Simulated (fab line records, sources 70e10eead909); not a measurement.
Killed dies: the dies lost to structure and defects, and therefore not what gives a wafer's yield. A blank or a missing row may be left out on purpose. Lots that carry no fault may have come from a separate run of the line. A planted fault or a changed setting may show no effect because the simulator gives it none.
Chamber matching + flow nandHarc + NHARC_A_CONTACT_DESCUM_74 on rieDiel-04: 4 sister chambers
The step chemistry O2, time 3 s. 8 wafers are shown with their chamber, then 9 later ones without.

== WAFERS PAIRED WITH THEIR CHAMBERS ==
| wafer  | chamber | showerheadPlenumPTorr (Torr) | drypumpMotorCurrentA (A) |
|--------|---------|------------------------------|--------------------------|
| L428.2 | 1       | 2.01                         | 5.51                     |
| L428.3 | 3       | 1.88                         | 5.95                     |
| L429.1 | 3       | 1.88                         | 5.91                     |
| L433.2 | 2       | 2.03                         | 5.62                     |
| L433.6 | 0       | 2.01                         | 5.76                     |
| L435.1 | 1       | 2.01                         | 5.50                     |
| L435.2 | 2       | 2.03                         | 5.62                     |
| L435.3 | 0       | 2.00                         | 5.79                     |

== WAFERS MISSING THEIR CHAMBER ==
| wafer  | showerheadPlenumPTorr (Torr) | drypumpMotorCurrentA (A) |
|--------|------------------------------|--------------------------|
| L434.2 | 2.01                         | 5.51                     |
| L434.5 | 2.00                         | 5.80                     |
| L434.6 | 1.87                         | 5.93                     |
| L438.2 | 2.01                         | 5.50                     |
| L438.5 | 2.03                         | 5.60                     |
| L438.6 | 2.01                         | 5.49                     |
| L440.1 | 1.87                         | 5.88                     |
| L440.3 | 2.02                         | 5.63                     |
| L440.6 | 2.00                         | 5.78                     |

== WHICH CHAMBER EACH ONE RAN IN ==
| wafer  | from the rows above | in truth |
|--------|---------------------|----------|
| L434.2 | 1                   | 1        |
| L434.5 | 0                   | 0        |
| L434.6 | 3                   | 3        |
| L438.2 | 1                   | 1        |
| L438.5 | 2                   | 2        |
| L438.6 | 1                   | 1        |
| L440.1 | 3                   | 3        |
| L440.3 | 2                   | 2        |
| L440.6 | 0                   | 0        |
Correctly placed: 9 of 9. Not placeable from these rows: 0. Placed wrongly: 0.
How it was worked out, from the rows above alone: a wafer's distance from a chamber is the root of the sum, over the readings, of the square of ((its reading less the chamber's mean) divided by the reading's scatter). The wafer belongs to the nearest chamber; if the next one is less than 2 further off, it can't be placed. The mean given for a chamber averages the wafers shown for that chamber. The scatter: take each reading less its chamber's mean, square it, sum over the shown wafers, divide by the number of wafers less the number of chambers, and take the root.
